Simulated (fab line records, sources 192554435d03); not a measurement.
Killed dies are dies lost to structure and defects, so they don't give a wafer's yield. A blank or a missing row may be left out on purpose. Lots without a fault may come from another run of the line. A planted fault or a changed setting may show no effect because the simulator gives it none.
fab line records | flow n5_finfet
record lots=10 wafers=29 last_day=17
route steps=1938 shown BEOL_M4@1111 MIM_TOP_LITHO@1850 MIM_TOP_ETCH@1851 PAD_METAL@1893 PASSIVATION@1936 END@1938
lots that met no fault: from a run of the same line without faults
start_h: hours from the record's first day to the start of the lot's first wafer shown | wait_h: hours since the lot's step before | " the same as in the row above | L1.1+2: a row that stands for several wafers | - no value, or no start given | * or withheld: withheld | < > ~ a bound
route shown NAME@n: a module of which the file shows steps, and the number in the route of the first | usual: mean/standard deviation of fault-free wafers | same: alike in all rows | chamber/n: place in a boat | sites: the reading at each site | _std_site: their standard deviation | _edge_site: outer sites' mean less inner sites' | radius_mm: how far each site lies from the wafer's centre | mask NAME#n: copy n | behind: the tool/chamber that last shaped the wafer | hold: why the lot was held/for how many hours/how that ended | device: the transistor (n, p or np) that didn't switch | end of line: the same wafers' tests at the end of the route | a step without rows: its recipe alone | killed: dies lost to structure and defects at the first sort, not the wafer's yield | map: a wafer's dies, x killed, . not, _ none there
set.NAME: the setting as run; set.NAME@STEP: as run at that earlier step | model.NAME: the simulator's own value behind a step, which no gauge read
steps of the route over a sample of lots; a table a step, a row a wafer
services: from which hour (start_h, from the record's first day; less than 0 if before it) a tool's chamber was out of use, for how many hours, and why
## steps
# step N5_BEOL_M4_RC_MEAS_101
# usual DIBL_N=37.5/1.9 DIBL_P=37.3/2.4 IOFF_N=0.18/0.038 IOFF_P=0.23/0.045 ION_N=677/11 ION_P=464/8.1 SS_N=72.0/0.68 SS_P=73.5/0.77 VT_N=249/3.3 VT_P=-249/3.6
# columns lot.wafer tool chamber start_h wait_h DIBL_N[mV/V] DIBL_P[mV/V] IOFF_N[nA/um] IOFF_P[nA/um] ION_N[uA/um] ION_P[uA/um] SS_N[mV/dec] SS_P[mV/dec] VT_N[mV] VT_P[mV]
L637.2 prober-01 0 163.33 0.2 38.4 37.3 0.22 0.24 688 468 72.3 74.0 242 -247
L637.5 " 0 " " 36.5 36.1 0.17 0.21 667 460 71.8 73.1 248 -253
L637.6 " 0 " " 39.9 39.5 0.24 0.27 679 461 72.8 74.7 245 -247
L636.2 prober-02 0 168.38 0.2 38.1 37.5 0.18 0.20 672 449 72.3 73.7 250 -251
L636.4 " 0 " " 40.4 40.1 0.23 0.24 687 465 73.4 73.7 248 -249
L636.6 " 0 " " 37.6 36.8 0.17 0.19 665 451 71.6 73.8 252 -254
L643.4 prober-01 0 212.22 0.5 35.6 35.0 0.16 0.25 682 478 71.4 74.2 247 -246
L643.5 " 0 " " 38.9 37.3 0.21 0.29 692 481 71.5 74.3 248 -244
L643.6 " 0 " " 38.5 36.6 0.21 0.26 687 469 72.3 74.1 248 -245
L645.3 prober-02 0 222.27 0.3 37.2 37.5 0.18 0.25 673 469 71.4 73.7 250 -247
L645.4 " 0 " " 37.7 37.4 0.19 0.24 674 467 72.3 74.2 252 -247
L645.6 " 0 " " 37.5 37.3 0.17 0.23 669 461 71.2 74.2 249 -249
L651.1 prober-01 0 267.16 0.0 36.8 35.2 0.17 0.23 682 467 71.5 72.5 251 -245
L651.4 " 0 " " 37.4 34.8 0.18 0.24 676 470 72.2 73.2 251 -246
L651.6 " 0 " " 34.9 33.6 0.14 0.19 663 454 71.0 72.4 251 -250
L650.2 prober-02 0 269.07 0.2 36.3 36.8 0.16 0.20 666 460 71.8 73.5 252 -253
L650.4 " 0 " " 38.0 39.5 0.21 0.23 692 464 72.0 74.0 244 -251
L650.6 " 0 " " 35.7 36.7 0.16 0.20 672 459 71.4 73.0 249 -250
L652.2 prober-01 0 273.70 0.2 38.6 38.3 0.18 0.26 678 468 72.4 74.2 246 -246
L652.4 " 0 " " 42.1 41.9 0.27 0.32 703 473 73.1 75.1 244 -243
L652.6 " 0 " " 40.1 38.9 0.22 0.26 697 474 73.2 74.1 247 -249
L653.3 prober-01 0 275.87 0.7 37.7 40.0 0.19 0.29 687 478 71.9 74.0 248 -243
L653.4 " 0 " " 32.6 33.0 0.11 0.19 666 473 70.6 71.4 254 -249
L653.6 " 0 " " 38.4 40.1 0.21 0.32 680 476 71.7 73.3 246 -243
L656.4 prober-02 0 293.65 0.5 39.7 40.5 0.23 0.26 683 463 72.4 74.5 244 -249
L656.6 " 0 " " 40.7 41.6 0.23 0.27 692 470 72.7 74.2 245 -249
L658.2 prober-02 0 300.38 0.2 38.9 38.9 0.22 0.25 682 458 72.6 73.9 248 -249
L658.4 " 0 " " 36.0 36.7 0.15 0.21 675 466 71.9 72.7 249 -248
L658.5 " 0 " " 34.5 36.0 0.13 0.20 664 462 71.6 73.4 253 -250
# step N5_MIM_TOP_LITHO_DESCUM_10
# recipe chemistry=O2 time_s=7.9 source_power_w=50 bias_power_w=20 pressure_mtorr=20 rf_frequency_hz=2.712e+07 temp_c=40 o2_flow_sccm=225
# usual drypump_motor_current_A=6.1/0.4 oes_product_au=0.81/0.089 rf_vpp_V=243.1/1.3 showerhead_plenum_p_Torr=2.10/0.066 throttle_valve_pct=20.39/0.23
# columns lot.wafer tool chamber start_h wait_h drypump_motor_current_A oes_product_au rf_hours_counter_h rf_vpp_V showerhead_plenum_p_Torr throttle_valve_pct
L637.2 rie_diel-03 3 262.29 0.3 5.9 0.71 220 242.2 2.06 20.64
L637.5 " 3 " " 5.9 0.71 - 242.8 2.06 20.64
L637.6 " 0 " " 6.5 0.85 - 244.5 2.12 20.70
L636.2 rie_diel-03 3 269.05 0.3 5.9 0.70 221 242.4 2.06 20.64
L636.4 " 1 " " 5.5 0.68 218 243.2 2.17 20.44
L636.6 " 3 " " 5.9 0.71 - 242.8 2.06 20.64
L645.3 rie_diel-04 3 301.81 0.0 6.3 0.97 8 243.0 2.16 20.01
L645.4 " 3 " " 6.3 0.97 - 244.1 2.16 20.02
L645.6 " 2 " " 5.5 0.78 - 242.2 2.04 20.45
L643.4 rie_diel-06 1 305.09 0.0 6.6 0.88 50 243.7 2.11 20.07
L643.5 " 2 " " 6.0 0.89 - 241.2 2.07 20.49
L643.6 " 1 " " 6.6 0.88 - 243.4 2.11 20.07
L650.2 rie_diel-06 0 355.17 0.0 6.0 0.79 90 245.7 2.21 20.66
L650.4 " 1 " " 6.6 0.86 70 243.4 2.11 20.09
L650.6 " 2 " " 5.9 0.86 - 241.6 2.06 20.52
L651.1 rie_diel-03 2 359.55 0.0 5.8 0.82 73 243.9 2.14 20.72
L651.4 " 0 " " 6.5 0.82 - 243.4 2.10 20.74
L651.6 " 2 " " 5.8 0.82 - 244.0 2.14 20.73
L652.2 rie_diel-06 1 366.34 0.3 6.7 0.85 73 243.9 2.11 20.10
L652.4 " 2 " " 5.9 0.85 - 242.4 2.06 20.51
L652.6 " 1 " " 6.6 0.85 - 244.9 2.11 20.11
L653.3 rie_diel-04 2 367.25 0.0 5.6 0.76 132 242.8 2.03 20.48
L653.4 " 0 " " 6.0 0.66 - 240.3 1.96 20.33
L653.6 " 1 " " 6.6 0.96 - 244.5 2.13 20.17
L656.4 rie_diel-04 3 378.96 0.4 6.3 0.90 - 243.2 2.15 20.06
L656.6 " 2 " " 5.5 0.75 - 241.2 2.03 20.49
L658.2 rie_diel-06 1 389.88 0.0 6.6 0.83 84 243.0 2.10 20.11
L658.4 " 0 " " 6.1 0.77 105 243.4 2.20 20.69
L658.5 " 2 " " 5.9 0.84 - 243.2 2.06 20.54
# step N5_MIM_TOP_ETCH_ETCH_00
# recipe chemistry=Cl2/BCl3 target=TiN target_depth_a=385 ion_energy_ev=150 pressure_mtorr=10 icp_w=1000 bias_w=126 Cl2_flow_sccm=53.25 bcl3_flow_sccm=21.75 Ar_flow_sccm=25
# usual bias_w=126.0/0.4 drypump_motor_current_A=5.7/0.47 oes_product_au=0.82/0.087 throttle_valve_pct=22.7/0.34
# columns lot.wafer tool chamber start_h wait_h bias_w drypump_motor_current_A oes_product_au rf_hours_counter_h throttle_valve_pct
L637.2 rie_metal-03 0 262.37 0.1 125.9 6.3 0.81 46 23.0
L637.5 " 1 " " 125.3 5.3 0.81 - 22.3
L637.6 " 0 " " 126.3 6.3 0.80 - 23.0
L636.2 rie_metal-03 1 269.14 0.1 124.7 5.3 0.80 26 22.3
L636.4 " 1 " " 125.3 5.3 0.80 - 22.3
L636.6 " 1 " " 125.1 5.3 0.80 - 22.3
L645.3 rie_metal-02 0 301.94 0.1 125.6 5.9 0.62 - 23.0
L645.4 " 1 " " 126.0 5.8 1.00 - 22.6
L645.6 " 1 " " 125.9 5.7 1.00 - 22.6
L643.4 rie_metal-03 1 305.21 0.1 126.2 5.3 0.78 - 22.4
L643.5 " 0 " " 126.0 6.3 0.78 - 23.0
L643.6 " 1 " " 125.9 5.3 0.79 - 22.3
L650.2 rie_metal-03 1 355.27 0.1 126.0 5.3 0.78 34 22.3
L650.4 " 0 " " 125.2 6.3 0.77 - 23.0
L650.6 " 1 " " 125.5 5.3 0.77 - 22.4
L651.1 rie_metal-03 1 359.63 0.1 126.3 5.3 0.77 35 22.3
L651.4 " 1 " " 125.8 5.3 0.67 - 22.4
L651.6 " 1 " " 126.3 5.3 0.67 - 22.3
L652.2 rie_metal-02 0 366.43 0.1 126.0 5.9 0.93 5 22.4
L652.4 " 0 " " 126.2 5.9 0.92 - 22.4
L652.6 " 1 " " 126.4 5.8 0.94 - 22.6
L653.3 rie_metal-03 1 367.37 0.1 126.2 5.3 0.77 - 22.4
L653.4 " 0 " " 126.6 6.3 0.68 - 23.1
L653.6 " 0 " " 126.4 6.3 0.67 - 23.0
L656.4 rie_metal-03 1 379.06 0.1 125.3 5.3 0.67 - 22.4
L656.6 " 1 " " 125.8 5.3 0.67 - 22.4
L658.2 rie_metal-02 0 389.97 0.1 126.5 5.9 0.91 7 22.4
L658.4 " 1 " " 125.8 5.7 0.93 - 22.6
L658.5 " 0 " " 126.9 6.0 0.91 - 22.4
# step N5_PASSIVATION_DEGAS_18
# recipe ambient=vacuum temp_c=300 time_s=60
# usual heater_power_w=452/45 susceptor_temp_C=299.99/0.2
# columns lot.wafer tool chamber start_h wait_h heater_power_w susceptor_temp_C
L637.2 pvd_sputter-02 - 267.76 0.1 484 299.84
L637.5 " - " " 435 300.13
L637.6 " - " " 484 300.40
L636.2 pvd_sputter-03 - 273.97 0.5 426 299.76
L636.4 " - " " 406 299.84
L636.6 " - " " 461 299.91
L645.3 pvd_sputter-02 - 304.70 0.0 573 300.12
L645.4 " - " " 473 299.88
L645.6 " - " " 569 299.90
L643.4 pvd_sputter-01 - 310.07 0.3 525 299.89
L643.5 " - " " 474 299.70
L643.6 " - " " 512 299.96
L650.2 pvd_sputter-03 - 358.65 0.2 453 300.17
L650.4 " - " " 400 300.27
L650.6 " - " " 443 300.39
L651.1 pvd_sputter-01 - 366.08 0.0 465 299.84
L652.2 pvd_sputter-02 - 372.96 0.8 420 300.11
L652.4 " - " " 481 300.25
L652.6 " - " " 492 299.69
L653.3 pvd_sputter-03 - 373.00 0.7 471 300.01
L658.2 pvd_sputter-01 - 395.19 0.2 507 300.03
L658.4 " - " " 469 300.00
L658.5 " - " " 475 299.85
# step N5_PASSIVATION_PROBE_49
# usual defect_limited_yield=91.2/1.5 killed_at_M0_to_M3=31/10 killed_at_M4_up=15/5.9 killed_at_contacts=13/6 killed_at_front_end=41/11 killed_at_other=4/3.1 killed_dies=104/18 killed_on_rim=14/4.1 killed_open=68/13 killed_short=33/8.1 sort_bin_4_leakage=0.00/0.03 sort_bin_5_function=5.1/1.1 sort_bin_6_memory=3.2/0.69 sort_bin_8_speed=0.01/0.045 sort_n_pass=1076/18
# same gross_dies=1180 killed_at_back_side=0
# columns lot.wafer tool chamber start_h wait_h defect_limited_yield[%] killed_at_M0_to_M3 killed_at_M4_up killed_at_contacts killed_at_front_end killed_at_other killed_dies killed_on_rim killed_open killed_short sort_bin_4_leakage[%] sort_bin_5_function[%] sort_bin_6_memory[%] sort_bin_8_speed[%] sort_n_pass
L637.2 prober-02 - 275.52 0.9 93.1 21 12 13 30 5 81 10 56 25 0 3.6 3.1 0 1099
L637.5 prober-02 - 275.67 1.1 89.4 40 12 23 44 6 125 23 93 31 0 6.8 3.5 0 1055
L637.6 prober-02 - 275.72 1.1 89.3 42 25 18 41 0 126 15 90 33 0 6.5 3.9 0 1054
L636.2 prober-01 - 279.54 0.1 91.3 23 6 25 44 5 103 16 68 35 0 4.7 3.9 0 1077
L636.4 prober-01 - 279.64 0.2 92.7 24 12 12 36 2 86 14 47 36 0 4.3 2.8 0 1094
L636.6 prober-01 - 279.74 0.3 91.0 32 9 17 45 3 106 15 67 37 0 5.3 3.4 0 1074
L643.4 prober-02 - 316.26 0.2 92.5 16 19 5 44 4 88 12 48 40 0 3.7 3.4 0 1092
L643.5 prober-02 - 316.31 0.2 91.4 23 16 15 40 7 101 11 60 39 0 5.5 3.1 0 1079
L643.6 prober-02 - 316.36 0.3 92.5 17 14 17 38 3 89 7 58 29 0 3.9 3.5 0 1091
L650.2 prober-01 - 364.54 0.1 91.4 35 11 15 38 2 101 14 71 28 0 4.7 3.4 0 1079
L650.4 prober-01 - 364.64 0.2 89.7 34 18 26 43 1 122 14 85 37 0 6.9 3.2 0 1058
L650.6 prober-01 - 364.74 0.3 95.5 16 1 7 29 0 53 8 34 19 0 2.2 2.1 0 1127
L651.1 prober-01 - 372.28 0.0 92.2 28 17 13 28 6 92 12 57 26 0 3.8 3.0 0 1088
L651.4 prober-01 - 372.43 0.2 0 31 14 15 27 1093 1180 152 52 39 0 96.2 3.4 0 0
L651.6 prober-01 - 372.53 0.3 0 50 6 3 37 1084 1180 152 68 29 0 97.3 2.5 0 0
L653.3 prober-01 - 379.16 0.1 90.8 37 20 21 29 1 108 13 71 34 0 5.2 3.5 0.25 1072
L653.4 prober-01 - 379.21 0.2 28.7 28 10 15 55 733 841 146 73 36 0 67.2 3.9 0 339
L653.6 prober-01 - 379.31 0.3 34.5 40 11 12 33 677 773 149 74 22 0 62.3 3.0 0 407
L652.2 prober-01 - 379.41 0.1 91.9 32 19 13 31 1 96 14 73 23 0 4.7 3.1 0 1084
L652.4 prober-01 - 379.51 0.2 91.0 37 12 14 36 7 106 15 74 29 0.17 5.1 3.6 0 1072
L652.6 prober-01 - 379.61 0.3 91.9 27 14 12 38 5 96 10 68 18 0 4.6 2.7 0 1084
L656.4 prober-01 - 390.11 0.2 0.3 33 15 6 54 1069 1177 149 70 34 0 95.6 3.8 0 3
L656.6 prober-01 - 390.21 0.3 0 49 12 6 32 1081 1180 152 70 30 0 97.0 2.6 0 0
# killed by level:class
L637.2 MOL_CONTACT_COAG:geometric_particle:open=10 BEOL_M3:geometric_particle:open=10 BEOL_M0:geometric_particle:open=7 FIN_SAQP:geometric_particle:open=6 STARTING-WAFER:geometric_particle:open=4 STARTING-WAFER:geometric_particle:short=4 FIN_SAQP:geometric_particle:short=3 DUMMY_GATE:geometric_particle:short=3
L637.5 MOL_CONTACT_COAG:geometric_particle:open=19 BEOL_M3:geometric_particle:open=16 FIN_SAQP:geometric_particle:open=13 STI_FIN_REVEAL:geometric_particle:open=8 BEOL_M4:geometric_particle:open=7 FIN_SAQP:geometric_particle:short=5 MOL_CONTACT_COAG:geometric_particle:short=4 BEOL_M0:geometric_particle:open=4
L637.6 BEOL_M3:geometric_particle:open=19 FIN_SAQP:geometric_particle:open=14 MOL_CONTACT_COAG:geometric_particle:open=14 BEOL_M4:geometric_particle:open=11 FIN_SAQP:geometric_particle:short=10 BEOL_M0:geometric_particle:open=6 BEOL_M4:geometric_particle:short=5 STI_FIN_REVEAL:geometric_particle:open=5
L636.2 MOL_CONTACT_COAG:geometric_particle:open=19 DUMMY_GATE:geometric_particle:open=12 BEOL_M0_SAQP:geometric_particle:short=8 STI_FIN_REVEAL:geometric_particle:open=6 MOL_CONTACT_COAG:geometric_particle:short=6 FIN_SAQP:geometric_particle:short=5 FIN_SAQP:geometric_particle:open=5 BEOL_M0_SAQP:geometric_particle:open=5
L636.4 MOL_CONTACT_COAG:geometric_particle:open=9 BEOL_M0_SAQP:geometric_particle:short=9 STI_FIN_REVEAL:geometric_particle:open=7 GATE_CUT:geometric_particle:short=7 BEOL_M0_SAQP:geometric_particle:open=5 DUMMY_GATE:geometric_particle:open=4 STARTING-WAFER:geometric_particle:open=4 FIN_SAQP:geometric_particle:short=3
L636.6 MOL_CONTACT_COAG:geometric_particle:open=14 STI_FIN_REVEAL:geometric_particle:open=13 BEOL_M0_SAQP:geometric_particle:open=11 GATE_CUT:geometric_particle:short=7 BEOL_M0_SAQP:geometric_particle:short=7 FIN_SAQP:geometric_particle:open=6 STI_FIN_REVEAL:geometric_particle:short=5 BEOL_M2:geometric_particle:open=5
L643.4 FIN_SAQP:geometric_particle:short=13 FIN_SAQP:geometric_particle:open=9 BEOL_M4:geometric_particle:short=8 STI_FIN_REVEAL:geometric_particle:open=6 BEOL_M4:geometric_particle:open=5 GATE_CUT:geometric_particle:short=4 MOL_CONTACT_COAG:geometric_particle:open=4 BEOL_M2:geometric_particle:open=4
L643.5 FIN_SAQP:geometric_particle:open=12 FIN_SAQP:geometric_particle:short=11 MOL_CONTACT_COAG:geometric_particle:open=9 BEOL_M3:geometric_particle:open=7 BEOL_M4:geometric_particle:open=6 MOL_CONTACT_COAG:geometric_particle:short=6 BEOL_M4:geometric_particle:short=6 BEOL_M1:geometric_particle:open=4
L643.6 MOL_CONTACT_COAG:geometric_particle:open=15 FIN_SAQP:geometric_particle:short=7 FIN_SAQP:geometric_particle:open=7 BEOL_M2:geometric_particle:open=6 GATE_CUT:geometric_particle:short=5 BEOL_M1:geometric_particle:open=5 STARTING-WAFER:geometric_particle:open=4 STI_FIN_REVEAL:geometric_particle:open=3
L650.2 MOL_CONTACT_COAG:geometric_particle:open=13 BEOL_M3:geometric_particle:open=10 STI_FIN_REVEAL:geometric_particle:open=9 DUMMY_GATE:geometric_particle:open=7 BEOL_M4:geometric_particle:open=6 BEOL_M0_SAQP:geometric_particle:open=5 FIN_SAQP:geometric_particle:open=4 STI_FIN_REVEAL:geometric_particle:short=4
L650.4 MOL_CONTACT_COAG:geometric_particle:open=21 FIN_SAQP:geometric_particle:open=13 BEOL_M3:geometric_particle:open=9 BEOL_M4:geometric_particle:open=9 STI_FIN_REVEAL:geometric_particle:open=8 BEOL_M0_SAQP:geometric_particle:open=6 GATE_CUT:geometric_particle:short=5 MOL_CONTACT_COAG:geometric_particle:short=5
L650.6 STI_FIN_REVEAL:geometric_particle:open=6 MOL_CONTACT_COAG:geometric_particle:open=6 BEOL_M3:geometric_particle:open=6 STARTING-WAFER:geometric_particle:short=5 FIN_SAQP:geometric_particle:open=3 FIN_CUT:geometric_particle:open=3 ILD0:geometric_particle:short=3 BEOL_M0_SAQP:geometric_particle:short=3
L651.1 BEOL_M1:geometric_particle:open=11 BEOL_M4:geometric_particle:open=10 HKMG_FIN:area_etch=9 MOL_CONTACT_COAG:geometric_particle:short=7 MOL_CONTACT_COAG:geometric_particle:open=6 DUMMY_GATE:geometric_particle:open=5 MIM_TOP:geometric_particle:open=4 STI_FIN_REVEAL:geometric_particle:open=3
L651.4 MIM_TOP_ETCH:area_etch=1089 BEOL_M0_SAQP:geometric_particle:short=12 MOL_CONTACT_COAG:geometric_particle:open=10 BEOL_M4:geometric_particle:open=10 BEOL_M0_SAQP:geometric_particle:open=8 FIN_SAQP:geometric_particle:short=7 STI_FIN_REVEAL:geometric_particle:open=5 MOL_CONTACT_COAG:geometric_particle:short=5
L651.6 MIM_TOP_ETCH:area_etch=1083 BEOL_M0_SAQP:geometric_particle:open=19 BEOL_M0_SAQP:geometric_particle:short=9 STI_FIN_REVEAL:geometric_particle:open=8 BEOL_M3:geometric_particle:open=7 FIN_SAQP:geometric_particle:short=6 BEOL_M1:geometric_particle:open=6 FIN_SAQP:geometric_particle:open=5
L653.3 MOL_CONTACT_COAG:geometric_particle:open=17 FIN_SAQP:geometric_particle:short=8 BEOL_M4:geometric_particle:open=8 BEOL_M2:geometric_particle:open=8 BEOL_M3:geometric_particle:open=7 BEOL_M5:geometric_particle:open=6 FIN_SAQP:geometric_particle:open=5 BEOL_M0_SAQP:geometric_particle:short=5
L653.4 MIM_TOP_ETCH:area_etch=731 MOL_CONTACT_COAG:geometric_particle:open=12 FIN_SAQP:geometric_particle:open=11 STI_FIN_REVEAL:geometric_particle:open=11 BEOL_M0_SAQP:geometric_particle:short=10 FIN_SAQP:geometric_particle:short=6 STI_FIN_REVEAL:geometric_particle:short=6 DUMMY_GATE:geometric_particle:open=6
L653.6 MIM_TOP_ETCH:area_etch=675 STI_FIN_REVEAL:geometric_particle:open=11 MOL_CONTACT_COAG:geometric_particle:open=10 BEOL_M2:geometric_particle:open=10 FIN_SAQP:geometric_particle:open=9 BEOL_M3:geometric_particle:open=8 BEOL_M0_SAQP:geometric_particle:open=6 BEOL_M1:geometric_particle:open=5
L652.2 STI_FIN_REVEAL:geometric_particle:open=11 MOL_CONTACT_COAG:geometric_particle:open=11 BEOL_M3:geometric_particle:open=9 BEOL_M0_SAQP:geometric_particle:open=7 BEOL_M2:geometric_particle:short=7 BEOL_M4:geometric_particle:open=7 FIN_SAQP:geometric_particle:open=5 BEOL_M2:geometric_particle:open=5
L652.4 STI_FIN_REVEAL:geometric_particle:open=15 MOL_CONTACT_COAG:geometric_particle:open=12 BEOL_M2:geometric_particle:open=10 BEOL_M0_SAQP:geometric_particle:short=8 BEOL_M1:geometric_particle:open=6 FIN_SAQP:geometric_particle:open=5 BEOL_M3:geometric_particle:open=5 BEOL_M4:geometric_particle:open=5
L652.6 STI_FIN_REVEAL:geometric_particle:open=10 MOL_CONTACT_COAG:geometric_particle:open=10 HKMG_FIN:area_etch=9 BEOL_M3:geometric_particle:open=7 BEOL_M0_SAQP:geometric_particle:open=6 BEOL_M1:geometric_particle:open=6 BEOL_M2:geometric_particle:open=5 BEOL_M4:geometric_particle:open=4
L656.4 MIM_TOP_ETCH:area_etch=1069 FIN_SAQP:geometric_particle:open=16 GATE_CUT:geometric_particle:short=11 GATE_CUT:geometric_particle:open=7 MOL_CONTACT_COAG:geometric_particle:open=6 BEOL_M0_SAQP:geometric_particle:open=5 BEOL_M1:geometric_particle:open=5 BEOL_M2:geometric_particle:open=5
L656.6 MIM_TOP_ETCH:area_etch=1078 BEOL_M0_SAQP:geometric_particle:open=17 BEOL_M0_SAQP:geometric_particle:short=8 GATE_CUT:geometric_particle:open=7 FIN_SAQP:geometric_particle:open=6 GATE_CUT:geometric_particle:short=5 MOL_CONTACT_COAG:geometric_particle:open=5 BEOL_M0:geometric_particle:open=4
# step N5_PASSIVATION_INSPECT_57
# recipe inspect_instrument=macro mode=outgoing
# usual raw_defect_count=2.0/1.4
# columns lot.wafer tool chamber start_h wait_h raw_defect_count
L637.2 defect_inspect-02 - 275.82 0.0 3
L637.5 " - " " 1
L637.6 " - " " 0
L636.2 defect_inspect-02 - 279.85 0.0 0
L636.4 " - " " 4
L636.6 " - " " 3
L645.3 defect_inspect-02 - 310.90 0.0 0
L645.4 " - " " 3
L645.6 " - " " 4
L643.4 defect_inspect-02 - 316.46 0.0 3
L643.5 " - " " 0
L643.6 " - " " 2
L650.2 defect_inspect-02 - 364.84 0.0 2
L650.4 " - " " 1
L650.6 " - " " 3
L651.1 defect_inspect-02 - 372.64 0.0 0
L653.3 defect_inspect-02 - 379.42 0.0 2
L652.2 defect_inspect-02 - 379.72 0.0 0
L652.4 " - " " 1
L652.6 " - " " 4
L658.2 defect_inspect-01 - 401.43 0.0 2
L658.4 " - " " 3
L658.5 " - " " 2
## services
# columns tool chamber start_h hours kind
rie_metal-02 1 267.76 - clean
rie_metal-02 1 267.76 19.3 scheduled_down
rie_metal-02 1 267.76 19.3 vent_cycle
rie_diel-04 - 273.17 0.6 repair
rie_diel-04 1 300.68 13.4 repair
rie_metal-02 0 302.58 - clean
rie_metal-02 0 302.58 21.6 scheduled_down
rie_metal-02 0 302.58 21.6 vent_cycle
rie_diel-03 - 309.50 4.3 pm
rie_diel-04 0 318.84 5.6 repair
rie_metal-02 1 319.00 20.6 repair
rie_diel-06 3 325.95 5.6 repair
rie_diel-03 3 352.70 - clean
rie_diel-03 3 352.70 - consumable_replace:focus_ring
rie_diel-03 3 352.70 27.8 scheduled_down
rie_diel-03 3 352.70 27.8 vent_cycle
pvd_sputter-03 - 352.72 1.3 repair
rie_diel-06 3 365.82 - clean
rie_diel-06 3 365.82 - consumable_replace:focus_ring
rie_diel-03 1 380.71 - clean
rie_diel-03 1 380.71 - consumable_replace:focus_ring
rie_diel-06 - 385.31 2.8 pm
pvd_sputter-01 - 388.58 3.2 repair
pvd_sputter-03 - 390.76 6.2 repair
## key
first_sign step=N5_MIM_TOP_ETCH_ETCH_00 reading=oes_product_au direction=down sigmas=1.8 usual=0.82 struck=0.67
effect step=N5_PASSIVATION_PROBE_49 reading=killed_at_other direction=up sigmas=99+ usual=4 struck=956
more_kills_born_at N5_MIM_TOP_ETCH_ETCH_00@rie_metal-03=5725
met_at N5_MIM_TOP_ETCH_ETCH_00
struck_lots L651,L653,L656
struck_wafers L651.4,L651.6,L653.4,L653.6,L656.4,L656.6
later_rows_left_out L651.4,L651.6,L653.4,L653.6,L656.4,L656.6
not_acting_at N5_MIM_TOP_LITHO_DESCUM_10,N5_PASSIVATION_DEGAS_18,N5_PASSIVATION_INSPECT_57
onset_between 355.27 359.63
fault kind=process_parameter_drift tool=rie_metal-03 chamber=- onset_h=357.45 steps=N5_MIM_TOP_ETCH_ETCH_00 channel=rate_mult offset=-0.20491 shape=step end_h=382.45 scope=struck_wafers_only
# later_rows_left_out: the simulator's readings of these wafers behind a module that went badly wrong aren't trusted and aren't shown, but for the sort
